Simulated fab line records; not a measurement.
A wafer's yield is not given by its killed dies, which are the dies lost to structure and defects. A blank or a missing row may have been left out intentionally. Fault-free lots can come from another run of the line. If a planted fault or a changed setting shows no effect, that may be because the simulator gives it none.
A struck lot beside a sound one -- flow nand-harc -- 28 steps out of a route of 1302
Sound: these wafers, L823.3, L823.4, L823.5. Struck: wafers L824.1, L824.3, L824.6. The cause is given at the end.
Per side, at each step with rows, come the tool, then ch with its chambers, and then its first start. Under that, the readings that differ: sound wafers -- struck wafers -- difference of the means -- sigmas: that difference in standard deviations of wafers without a fault.
alike: readings whose means differ by less than 2 such deviations, and words and numbers that are the same on both sides. not compared: withheld readings, readings that some wafer has no value for, bounds like >300 that may hide the same value, and numbers for which the record gives no deviation and whose values overlap.
The two part at a step that has a row with sigmas, a row that says differs or no value, or rows on one side only. When numbers do not overlap yet have no deviation, they are printed without sigmas and do not part them. A reading that every wafer of one side lacks parts them only if that side has two wafers or more.

first, 5 steps without rows for these wafers: NHARC_P_GATE_STRIP_15 (strips in SPM, time 780 s); NHARC_P_GATE_PRECLEAN_71 (cleans in SC1); NHARC_P_GATE_SRD_72; NHARC_P_GATE_OXIDE_16 (material SiO2, target thk 3 nm, ox time 392 s); NHARC_P_GATE_CVD_17 (deposits poly-Si, target thk 150 nm, time 900 s).
NHARC_P_GATE_HM_DEP_102: deposits aC, target thk 120 nm.
  sound on acl-dep-01 ch 0, day 6 05:04; struck on acl-dep-02 ch 0, day 6 18:13
  alike: throttle-valve-pct
then, 6 steps without rows for these wafers: NHARC_P_GATE_DEP_103 (deposits SiON, target thk 30 nm); NHARC_P_GATE_DEHYDRATE_18 (time 120 s); NHARC_P_GATE_HMDS_19 (time 30 s); NHARC_P_GATE_COAT_20 (resist thk 90 nm); NHARC_P_GATE_SOFTBAKE_21 (time 55 s); NHARC_P_GATE_EBR_22.
NHARC_P_GATE_EXPOSE_23: exposes mask P GATE, target cd 120 nm.
  sound on arfi-scanner-01 ch 0, day 6 06:03; struck on arfi-scanner-02 ch 0, day 6 19:48
reading,sound,struck,difference,sigmas
mask,P_GATE#0 P_GATE#0 P_GATE#0,P_GATE_R1#0 P_GATE_R1#0 P_GATE_R1#0,differs,
then, 2 steps without rows for these wafers: NHARC_P_GATE_PEB_24 (peb time 65 s); NHARC_P_GATE_DEVELOP_25 (develop time 35 s).
NHARC_P_GATE_CD_MEAS_26 targets a cd of 120 nm.
  sound on cd-sem-03 ch 0, day 6 06:11; struck on cd-sem-01 ch 0, day 6 19:56
reading,sound,struck,difference,sigmas
cd-nm (nm),119.4 119.5 118.5,86.6 85.8 85.8,-33.1,-57
NHARC_P_GATE_OVL_MEAS_27:
  sound: overlay-02 at day 6 06:16; struck: overlay-01 at day 6 20:01
  alike: overlay-x-nm, overlay-y-nm
NHARC_P_GATE_INSPECT_28:
  sound: defect-inspect-02 at day 6 06:19; struck: defect-inspect-01 at day 6 20:04
  alike: raw-defect-count
NHARC_P_GATE_DESCUM_31: chemistry O2, time 3 s.
  sound on rie-diel-06 ch 1,3, day 6 06:22; struck on rie-diel-06 ch 0,2,3, day 6 20:12
reading,sound,struck,difference,sigmas
model.P_GATE.cd-nm (nm),119.7 119.6 118.9,86.43 85.31 85.89,-33.52,
  alike: drypump-motor-current-A, oes-product-au, rf-vpp-V, showerhead-plenum-p-Torr, throttle-valve-pct
  not compared: rf-hours-counter-h
NHARC_P_GATE_ETCH_104: etches the open film in CF4/CHF3, target depth 60 nm.
  sound on rie-diel-06 ch 0,2,3, day 6 06:28; struck on rie-diel-06 ch 1,3, day 6 20:17
  alike: drypump-motor-current-A, oes-product-au, rf-vpp-V, showerhead-plenum-p-Torr, throttle-valve-pct
NHARC_P_GATE_HM_OPEN_105: chemistry O2/COS, target depth 360 nm.
  sound: rie-diel-06 ch 0,1; struck: rie-diel-06 ch 1,2,3
  alike: drypump-motor-current-A, oes-product-au, rf-vpp-V, showerhead-plenum-p-Torr, throttle-valve-pct
  not compared: rf-hours-counter-h
then, 1 step without rows for these wafers: NHARC_P_GATE_STRIP_106 (strips in O2/COS).
NHARC_P_GATE_ETCH_114: etches the open film in CF4/O2, target depth 30 nm, overetch 3 nm, time 16.5 s.
  sound: rie-diel-06 ch 0,2,3; struck: rie-diel-06 ch 0,1,3
  alike: drypump-motor-current-A, oes-product-au, rf-vpp-V, showerhead-plenum-p-Torr, throttle-valve-pct
  not compared: rf-hours-counter-h
NHARC_P_GATE_ETCH_32: etches the open film in HBr/Cl2, target depth 150 nm, time 100.1 s.
  sound on rie-si-06 ch 0,1,2, day 6 06:52; struck on rie-si-06 ch 0,1,3, day 6 20:41
reading,sound,struck,difference,sigmas
model.P_GATE.cd-nm (nm),120.7 119.9 119.9,88.1 88.85 88.51,-31.7,
  alike: drypump-motor-current-A, oes-product-au, throttle-valve-pct
  not compared: rf-hours-counter-h
NHARC_P_GATE_STRIP_108: strips in O2.
  sound on rie-diel-02 ch 0,1,3, day 6 07:01; struck on rie-diel-05 ch 2,3, day 6 20:50
reading,sound,struck,difference,sigmas
oes-product-au (a.u.),0.993 0.985 0.997,1.014 1.003 1.013,+0.018,+2
  alike: drypump-motor-current-A, rf-vpp-V, showerhead-plenum-p-Torr, throttle-valve-pct
  not compared: rf-hours-counter-h
NHARC_P_GATE_CD_MEAS_33:
  sound: cd-sem-02 at day 6 07:11; struck: cd-sem-03 at day 6 20:59
reading,sound,struck,difference,sigmas
cd-nm (nm),120.5 119.8 120.3,87.6 89.4 88.8,-31.6,-18
then, 1 step without rows for these wafers: NHARC_P_GATE_STRIP_35 (strips in SPM, time 600 s).
-- record jumps: 19 days between struck wafers' starts before vs after; left off in module P_GATE, resumes in module END, first step shown is number 1302 of the route --
NHARC_END_SORT_01:
  sound on prober-01 ch 0, day 25 09:05; struck on prober-02 ch 0, day 25 10:53
reading,sound,struck,difference,sigmas
killed-at-array,40 38 43,84 92 71,+42,+2
killed-at-periphery,1 2 5,590 576 604,+587,+99 or more
killed-dies,44 42 51,675 672 675,+628,+35
  alike: killed-at-other, killed-open, killed-short

== WHERE THEY PART ==
First at NHARC_P_GATE_EXPOSE_23; last, within this record, at NHARC_END_SORT_01.

WHY: what the simulator had put in
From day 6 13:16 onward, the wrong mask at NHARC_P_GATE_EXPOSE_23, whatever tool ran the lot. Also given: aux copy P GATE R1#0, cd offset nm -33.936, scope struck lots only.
